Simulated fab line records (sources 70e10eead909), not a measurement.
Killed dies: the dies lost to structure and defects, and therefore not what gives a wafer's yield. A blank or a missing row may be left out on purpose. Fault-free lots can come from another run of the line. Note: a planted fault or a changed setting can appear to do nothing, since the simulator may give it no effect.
Which tool did it? + flow nand-harc + 23 lots with 69 wafers sampled at 2 steps, on a route of 1302 steps

## WHAT THE GAUGES SHOWED, per wafer
NHARC_A_START_INSPECT_01. Usual: raw-defect-count reads 3.5 (standard deviation 1.8).
| lot  | measured     | on                | raw-defect-count | flag |
|------|--------------|-------------------|------------------|------|
| L074 | day 7 02:53  | defect-inspect-02 | 5 4 3            |      |
| L075 | day 7 09:04  | defect-inspect-01 | 7 4 3            |      |
| L076 | day 7 10:46  | defect-inspect-02 | 4 3 2            |      |
| L077 | day 8 04:41  | defect-inspect-01 | 7 4 1            |      |
| L078 | day 8 11:35  | defect-inspect-02 | 0 3 5            |      |
| L079 | day 8 22:40  | defect-inspect-02 | 3 4 6            |      |
| L080 | day 9 06:00  | defect-inspect-02 | 1 3 3            |      |
| L081 | day 9 15:50  | defect-inspect-01 | 3 5 3            |      |
| L082 | day 10 03:05 | defect-inspect-02 | 4 4 4            |      |
| L083 | day 10 23:35 | defect-inspect-02 | 7 1 7            |      |
| L085 | day 11 07:02 | defect-inspect-02 | 0 2 7            |      |
| L086 | day 11 21:48 | defect-inspect-02 | 8 3 3            |      |
| L087 | day 12 02:40 | defect-inspect-01 | 1 5 4            |      |
| L088 | day 12 21:01 | defect-inspect-02 | 2 3 6            |      |
| L089 | day 12 22:02 | defect-inspect-02 | 5 2 4            |      |
| L090 | day 13 12:10 | defect-inspect-01 | 1 1 2            |      |
| L091 | day 14 02:02 | defect-inspect-01 | 1 5 3            |      |
| L092 | day 14 07:38 | defect-inspect-01 | 8 4 3            |      |
| L093 | day 14 22:50 | defect-inspect-01 | 3 4 1            |      |
| L094 | day 15 03:47 | defect-inspect-02 | 3 4 3            |      |
| L095 | day 15 13:53 | defect-inspect-02 | 0 6 2            |      |
| L096 | day 15 22:08 | defect-inspect-01 | 3 6 7            |      |
| L097 | day 16 11:35 | defect-inspect-02 | 3 2 5            |      |

## WHICH TOOL RAN EACH LOT (tool, then ch and the chambers of the sampled wafers, then the start)
| lot  | NHARC_P_BONDPAD_ANNEAL_28        |
|------|----------------------------------|
| L074 | rtp-anneal-01 ch 0, day 7 01:38  |
| L075 | rtp-anneal-01 ch 0, day 7 07:46  |
| L076 | rtp-anneal-02 ch 0, day 7 09:24  |
| L077 | rtp-anneal-02 ch 0, day 8 03:21  |
| L078 | rtp-anneal-02 ch 0, day 8 10:17  |
| L079 | rtp-anneal-02 ch 0, day 8 21:18  |
| L080 | rtp-anneal-02 ch 0, day 9 04:42  |
| L081 | rtp-anneal-02 ch 0, day 9 14:34  |
| L082 | rtp-anneal-01 ch 0, day 10 01:45 |
| L083 | rtp-anneal-01 ch 0, day 10 22:20 |
| L085 | rtp-anneal-02 ch 0, day 11 05:41 |
| L086 | rtp-anneal-01 ch 0, day 11 20:26 |
| L087 | rtp-anneal-01 ch 0, day 12 01:18 |
| L088 | rtp-anneal-01 ch 0, day 12 19:41 |
| L089 | rtp-anneal-02 ch 0, day 12 20:40 |
| L090 | rtp-anneal-01 ch 0, day 13 10:53 |
| L091 | rtp-anneal-01 ch 0, day 14 00:43 |
| L092 | rtp-anneal-02 ch 0, day 14 06:18 |
| L093 | rtp-anneal-01 ch 0, day 14 21:32 |
| L094 | rtp-anneal-01 ch 0, day 15 02:29 |
| L095 | rtp-anneal-01 ch 0, day 15 12:39 |
| L096 | rtp-anneal-01 ch 0, day 15 20:44 |
| L097 | rtp-anneal-01 ch 0, day 16 10:14 |
- NHARC_P_BONDPAD_ANNEAL_28: time 90 s.

## AS READ BY THE TOOLS THEMSELVES (means over the sampled wafers that have a number; for cases with no such wafer, the mark the record gives instead)
NHARC_P_BONDPAD_ANNEAL_28. Usual: anneal-temp-c 225.04 C, standard deviation 0.16; wafer_temp_C_max 226.2, standard deviation 0.31.
| lot  | tool          | anneal-temp-c (C) | wafer_temp_C_max | flag |
|------|---------------|-------------------|------------------|------|
| L074 | rtp-anneal-01 | 225.10            | 226.5            |      |
| L075 | rtp-anneal-01 | 224.99            | 226.2            |      |
| L076 | rtp-anneal-02 | 224.88            | 226.0            |      |
| L077 | rtp-anneal-02 | 224.91            | 226.2            |      |
| L078 | rtp-anneal-02 | 225.12            | 226.0            |      |
| L079 | rtp-anneal-02 | 225.16            | 226.4            |      |
| L080 | rtp-anneal-02 | 224.95            | 225.7            |      |
| L081 | rtp-anneal-02 | 224.65            | 226.0            |      |
| L082 | rtp-anneal-01 | 225.18            | 226.5            |      |
| L083 | rtp-anneal-01 | 224.90            | 226.4            |      |
| L085 | rtp-anneal-02 | 225.04            | 225.9            |      |
| L086 | rtp-anneal-01 | 225.09            | 226.0            |      |
| L087 | rtp-anneal-01 | 225.09            | 226.1            |      |
| L088 | rtp-anneal-01 | 225.16            | 225.9            |      |
| L089 | rtp-anneal-02 | 225.25            | 226.2            |      |
| L090 | rtp-anneal-01 | 225.05            | 226.1            |      |
| L091 | rtp-anneal-01 | 224.98            | 226.3            |      |
| L092 | rtp-anneal-02 | 225.08            | 225.9            |      |
| L093 | rtp-anneal-01 | 225.14            | 226.2            |      |
| L094 | rtp-anneal-01 | 225.07            | 226.3            |      |
| L095 | rtp-anneal-01 | 225.21            | 226.9            |      |
| L096 | rtp-anneal-01 | 224.99            | 226.4            |      |
| L097 | rtp-anneal-01 | 224.93            | 226.3            |      |

## THE ANSWER, worked out from the rows above alone
Rule: take the mean of a lot's wafers that have a number; if it is more than 3 standard deviations from the usual mean, the lot is off. A lot without any number at a reading at which 4 lots or more have one is off too. The other lots that the step has rows for count as sound. The gauges are gone through in route order, then the tools' own readings, and for those a lot's mean is taken as printed above. The first step at which some lot is off is used, and at that step the reading that is off furthest; a lot without a number counts as furthest.
Across all readings shown, no lot is off: no conclusion can be drawn from this.

## WHAT THE SIMULATOR HAD PUT IN
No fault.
